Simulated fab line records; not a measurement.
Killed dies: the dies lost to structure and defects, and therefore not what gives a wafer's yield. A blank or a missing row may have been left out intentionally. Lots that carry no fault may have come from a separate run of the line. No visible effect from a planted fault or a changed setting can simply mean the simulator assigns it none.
Which tool did it? + flow nand_harc + 33 wafers from 11 lots sampled at 6 of the route's 1159 steps

## WHAT THE GAUGES READ, wafer by wafer
NHARC_A_SGD_CUT_OVL_MEAS_10. Usual: overlay_x_nm -0.3 nm, standard deviation 0.73; overlay_y_nm 0.1 nm, standard deviation 0.82.
| lot  | measured     | on         | overlay_x_nm (nm) | overlay_y_nm (nm) | flag |
|------|--------------|------------|-------------------|-------------------|------|
| L510 | day 13 07:37 | overlay-02 | 0.1 0.0 -0.5      | -0.9 -1.0 -1.1    |      |
| L513 | day 14 07:30 | overlay-01 | -0.1 0.7 0.3      | -0.6 0.0 -0.6     |      |
| L516 | day 15 04:17 | overlay-02 | -0.4 0.0 -0.4     | 0.0 -0.4 0.0      |      |
| L518 | day 15 23:59 | overlay-01 | 0.5 1.3 1.2       | -0.2 0.1 -0.1     |      |
| L523 | day 16 18:26 | overlay-01 | -0.4 -0.5 -0.3    | -0.1 0.4 0.1      |      |
| L521 | day 17 04:10 | overlay-01 | -0.7 -1.1 -1.0    | 0.6 0.4 0.1       |      |
| L526 | day 18 02:04 | overlay-01 | -0.5 -0.6 -0.4    | -0.8 -0.7 -0.4    |      |
| L528 | day 18 02:23 | overlay-01 | -0.3 0.2 0.3      | 0.4 0.1 0.5       |      |
| L529 | day 18 10:15 | overlay-01 | 0.4 0.9 0.3       | -1.3 -0.9 -0.9    |      |
| L530 | day 19 00:38 | overlay-02 | 0.3 0.8 0.8       | -1.3 -0.8 -1.4    |      |
| L532 | day 19 05:49 | overlay-01 | -0.9 -0.3 -0.7    | -0.4 -0.4 -0.5    |      |

NHARC_END_SORT_01. Usual: killed_at_array 27, standard deviation 11; killed_at_other 0.6, standard deviation 0.89; killed_at_periphery 3.0, standard deviation 2.4; killed_dies 31, standard deviation 12; killed_open 3.2, standard deviation 1.6; killed_short 2.0, standard deviation 1.5.
| lot  | measured     | on        | killed_at_array | killed_at_other | killed_at_periphery | killed_dies | killed_open | killed_short | flag |
|------|--------------|-----------|-----------------|-----------------|---------------------|-------------|-------------|--------------|------|
| L523 | day 23 07:05 | prober-02 | 107 113 89      | 0 0 0           | 3 1 1               | 110 114 90  | 2 2 3       | 2 1 4        | OFF  |
| L521 | day 23 18:05 | prober-02 | 80 65 80        | 0 0 0           | 1 1 2               | 81 66 82    | 3 4 3       | 1 1 3        | OFF  |
| L530 | day 25 00:32 | prober-02 | 46 51 39        | 0 0 0           | 5 2 2               | 51 53 41    | 3 4 4       | 2 4 2        |      |

## WHICH TOOL RAN EACH LOT (tool, then ch and the chambers of the sampled wafers, then the start)
| lot  | NHARC_A_STAIRCASE_HM_OPEN_463      | NHARC_A_STAIRCASE_CMP_450     | NHARC_A_STAIRCASE_ETCHBACK_422     | NHARC_A_SGD_CUT_DESCUM_14          |
|------|------------------------------------|-------------------------------|------------------------------------|------------------------------------|
| L510 | rie_diel-13 ch 0,2,3, day 11 10:49 | cmp-03 ch 0,2,3, day 13 04:57 | rie_diel-06 ch 0,1,3, day 13 05:29 | rie_diel-07 ch 1,3, day 13 07:43   |
| L513 | rie_diel-06 ch 0,1,3, day 12 09:20 | cmp-02 ch 1,2,3, day 14 04:50 | rie_diel-02 ch 0,1,3, day 14 05:22 | rie_diel-11 ch 0,2,3, day 14 07:36 |
| L516 | rie_diel-13 ch 0,2,3, day 13 04:31 | cmp-02 ch 0,3, day 15 01:37   | rie_diel-13 ch 0,1,3, day 15 02:08 | rie_diel-07 ch 2,3, day 15 04:23   |
| L518 | rie_diel-13 ch 0,1,3, day 13 22:57 | cmp-03 ch 0,1,3, day 15 21:15 | rie_diel-13 ch 0,2,3, day 15 21:47 | rie_diel-07 ch 0,1,2, day 16 00:05 |
| L523 | rie_diel-13 ch 0,1,3, day 14 22:23 | cmp-02 ch 0,2,3, day 16 15:50 | rie_diel-06 ch 0,2,3, day 16 16:25 | rie_diel-10 ch 0,3, day 17 04:28   |
| L521 | rie_diel-13 ch 1,2,3, day 15 05:58 | cmp-03 ch 2,3, day 17 01:24   | rie_diel-06 ch 1,2,3, day 17 01:59 | rie_diel-07 ch 2,3, day 17 06:51   |
| L526 | rie_diel-02 ch 0,1,3, day 15 23:28 | cmp-03 ch 1,2,3, day 17 22:54 | rie_diel-02 ch 1,3, day 17 23:26   | rie_diel-11 ch 0,3, day 18 02:10   |
| L528 | rie_diel-06 ch 0,3, day 16 06:30   | cmp-02 ch 1,2,3, day 17 23:13 | rie_diel-02 ch 0,2,3, day 17 23:52 | rie_diel-11 ch 0,3, day 18 02:37   |
| L529 | rie_diel-06 ch 1,3, day 16 10:13   | cmp-02 ch 2,3, day 18 07:37   | rie_diel-13 ch 1,2,3, day 18 08:10 | rie_diel-11 ch 0,3, day 18 10:20   |
| L530 | rie_diel-02 ch 1,3, day 16 23:23   | cmp-01 ch 1,2, day 18 21:58   | rie_diel-02 ch 1,3, day 18 22:31   | rie_diel-11 ch 0,1, day 19 00:46   |
| L532 | rie_diel-02 ch 0,2,3, day 17 06:37 | cmp-02 ch 0,1,2, day 19 03:05 | rie_diel-13 ch 1,2, day 19 03:37   | rie_diel-11 ch 0,2,3, day 19 05:55 |
- NHARC_A_STAIRCASE_HM_OPEN_463: chemistry O2/COS.
- NHARC_A_STAIRCASE_CMP_450: polishes SiO2, target thk 200 nm.
- NHARC_A_STAIRCASE_ETCHBACK_422: etches the open film in CH3F/O2, target depth 40 nm, time 74.286 s.
- NHARC_A_SGD_CUT_DESCUM_14: chemistry O2, time 3 s.

## AS READ BY THE TOOLS THEMSELVES (means over the sampled wafers that have a number; for cases with no such wafer, the mark the record gives instead)
NHARC_A_STAIRCASE_HM_OPEN_463. Usual: drypump_motor_current_A 5.7 A, standard deviation 0.38; oes_product_au 1.001 a.u., standard deviation 0.011; rf_vpp_V 466.8 V, standard deviation 2.9; showerhead_plenum_p_Torr 3.10 Torr, standard deviation 0.13; throttle_valve_pct 28.331 %, standard deviation 0.01.
| lot  | tool        | drypump_motor_current_A (A) | oes_product_au (a.u.) | rf_vpp_V (V) | showerhead_plenum_p_Torr (Torr) | throttle_valve_pct (%) | flag |
|------|-------------|-----------------------------|-----------------------|--------------|---------------------------------|------------------------|------|
| L510 | rie_diel-13 | 5.5                         | 1.000                 | 466.6        | 3.06                            | 28.337                 |      |
| L513 | rie_diel-06 | 5.7                         | 1.001                 | 465.4        | 3.03                            | 28.320                 |      |
| L516 | rie_diel-13 | 5.5                         | 0.986                 | 465.5        | 3.05                            | 28.336                 |      |
| L518 | rie_diel-13 | 5.5                         | 1.006                 | 466.4        | 3.09                            | 28.323                 |      |
| L523 | rie_diel-13 | 5.5                         | 1.006                 | 466.5        | 3.09                            | 28.321                 |      |
| L521 | rie_diel-13 | 5.7                         | 1.005                 | 466.7        | 3.10                            | 28.338                 |      |
| L526 | rie_diel-02 | 6.1                         | 1.005                 | 465.5        | 3.07                            | 28.339                 |      |
| L528 | rie_diel-06 | 5.7                         | 0.986                 | 462.9        | 2.94                            | 28.330                 |      |
| L529 | rie_diel-06 | 6.0                         | 1.005                 | 466.2        | 3.05                            | 28.334                 |      |
| L530 | rie_diel-02 | 5.9                         | 1.007                 | 467.3        | 3.15                            | 28.336                 |      |
| L532 | rie_diel-02 | 5.9                         | 1.009                 | 467.0        | 3.11                            | 28.324                 |      |

NHARC_A_STAIRCASE_CMP_450. Usual: motor_current_A 11.8 A, standard deviation 1; retaining_ring_pressure_frac 1.000, standard deviation 0.0054.
| lot  | tool   | motor_current_A (A) | retaining_ring_pressure_frac | flag |
|------|--------|---------------------|------------------------------|------|
| L510 | cmp-03 | 12.5                | 1.000                        |      |
| L513 | cmp-02 | 11.3                | 1.000                        |      |
| L516 | cmp-02 | 11.4                | 0.998                        |      |
| L518 | cmp-03 | 11.3                | 0.998                        |      |
| L523 | cmp-02 | 11.4                | 0.995                        |      |
| L521 | cmp-03 | 13.4                | 0.999                        |      |
| L526 | cmp-03 | 12.2                | 1.002                        |      |
| L528 | cmp-02 | 11.2                | 1.004                        |      |
| L529 | cmp-02 | 10.7                | 0.999                        |      |
| L530 | cmp-01 | 12.3                | 0.998                        |      |
| L532 | cmp-02 | 12.2                | 0.999                        |      |

NHARC_A_STAIRCASE_ETCHBACK_422. Usual: drypump_motor_current_A 5.7 A, standard deviation 0.38; oes_product_au 0.95 a.u., standard deviation 0.038; rf_vpp_V 244.0 V, standard deviation 1.6; showerhead_plenum_p_Torr 2.44 Torr, standard deviation 0.11; throttle_valve_pct 20.663 %, standard deviation 0.0095.
| lot  | tool        | drypump_motor_current_A (A) | oes_product_au (a.u.) | rf_vpp_V (V) | showerhead_plenum_p_Torr (Torr) | throttle_valve_pct (%) | flag |
|------|-------------|-----------------------------|-----------------------|--------------|---------------------------------|------------------------|------|
| L510 | rie_diel-06 | 5.7                         | 1.00                  | 243.1        | 2.38                            | 20.665                 |      |
| L513 | rie_diel-02 | 6.0                         | 0.93                  | 243.5        | 2.42                            | 20.665                 |      |
| L516 | rie_diel-13 | 5.5                         | 0.99                  | 243.9        | 2.43                            | 20.666                 |      |
| L518 | rie_diel-13 | 5.5                         | 0.92                  | 243.5        | 2.39                            | 20.659                 |      |
| L523 | rie_diel-06 | 5.5                         | 0.92                  | 243.1        | 2.43                            | 20.661                 |      |
| L521 | rie_diel-06 | 5.8                         | 0.93                  | 243.7        | 2.46                            | 20.660                 |      |
| L526 | rie_diel-02 | 5.9                         | 0.93                  | 244.2        | 2.46                            | 20.664                 |      |
| L528 | rie_diel-02 | 5.9                         | 0.94                  | 243.6        | 2.45                            | 20.663                 |      |
| L529 | rie_diel-13 | 5.7                         | 0.99                  | 244.0        | 2.43                            | 20.659                 |      |
| L530 | rie_diel-02 | 5.9                         | 0.93                  | 244.7        | 2.47                            | 20.665                 |      |
| L532 | rie_diel-13 | 5.6                         | 0.93                  | 243.9        | 2.41                            | 20.662                 |      |

NHARC_A_SGD_CUT_DESCUM_14. Usual: drypump_motor_current_A 5.7 A, standard deviation 0.46; oes_product_au 0.994 a.u., standard deviation 0.011; rf_vpp_V 57.9 V, standard deviation 0.86; showerhead_plenum_p_Torr 1.91 Torr, standard deviation 0.079; throttle_valve_pct 11.311 %, standard deviation 0.0097.
| lot  | tool        | drypump_motor_current_A (A) | oes_product_au (a.u.) | rf_vpp_V (V) | showerhead_plenum_p_Torr (Torr) | throttle_valve_pct (%) | flag |
|------|-------------|-----------------------------|-----------------------|--------------|---------------------------------|------------------------|------|
| L510 | rie_diel-07 | 5.0                         | 1.013                 | 57.9         | 1.86                            | 11.306                 |      |
| L513 | rie_diel-11 | 6.1                         | 0.988                 | 57.6         | 1.91                            | 11.314                 |      |
| L516 | rie_diel-07 | 5.3                         | 1.007                 | 57.4         | 1.89                            | 11.313                 |      |
| L518 | rie_diel-07 | 5.5                         | 1.002                 | 57.3         | 1.89                            | 11.311                 |      |
| L523 | rie_diel-10 | 5.5                         | 1.002                 | 58.8         | 1.91                            | 11.322                 |      |
| L521 | rie_diel-07 | 5.3                         | 0.999                 | 58.1         | 1.91                            | 11.307                 |      |
| L526 | rie_diel-11 | 6.3                         | 0.988                 | 58.1         | 1.85                            | 11.305                 |      |
| L528 | rie_diel-11 | 6.1                         | 0.984                 | 57.9         | 1.90                            | 11.319                 |      |
| L529 | rie_diel-11 | 6.3                         | 0.977                 | 57.5         | 1.85                            | 11.315                 |      |
| L530 | rie_diel-11 | 6.3                         | 0.992                 | 57.7         | 1.84                            | 11.311                 |      |
| L532 | rie_diel-11 | 6.1                         | 0.976                 | 57.8         | 1.90                            | 11.288                 |      |

## THE ANSWER, worked out from the rows above alone
Rule: a lot is off if the mean of its wafers that have a number lies more than 3 standard deviations from the usual mean. A lot without any number at a reading at which 4 lots or more have one is off too. All remaining lots with rows at the step are treated as sound. First the gauges in route order, then the tools' own readings, where a lot's mean is used as printed above. At the first step where some lot is off, the reading lying furthest off is the one used; lots without a number count as furthest.
Off, at NHARC_END_SORT_01 on killed_at_array: L523, L521. Neither off nor sound, because the step has no rows for them: L510, L513, L516, L518, L526, L528, L529, L532.
If a tool, at a process step before that reading, ran all the lots that are off and no sound lot after the first of them, it fits. Gauges at NHARC_END_SORT_01: tried the same way as those tools. Undecided on this evidence; 2 tools fit (rie_diel-13 at NHARC_A_STAIRCASE_HM_OPEN_463, rie_diel-06 at NHARC_A_STAIRCASE_ETCHBACK_422).

## WHAT HAD BEEN PUT IN BY THE SIMULATOR
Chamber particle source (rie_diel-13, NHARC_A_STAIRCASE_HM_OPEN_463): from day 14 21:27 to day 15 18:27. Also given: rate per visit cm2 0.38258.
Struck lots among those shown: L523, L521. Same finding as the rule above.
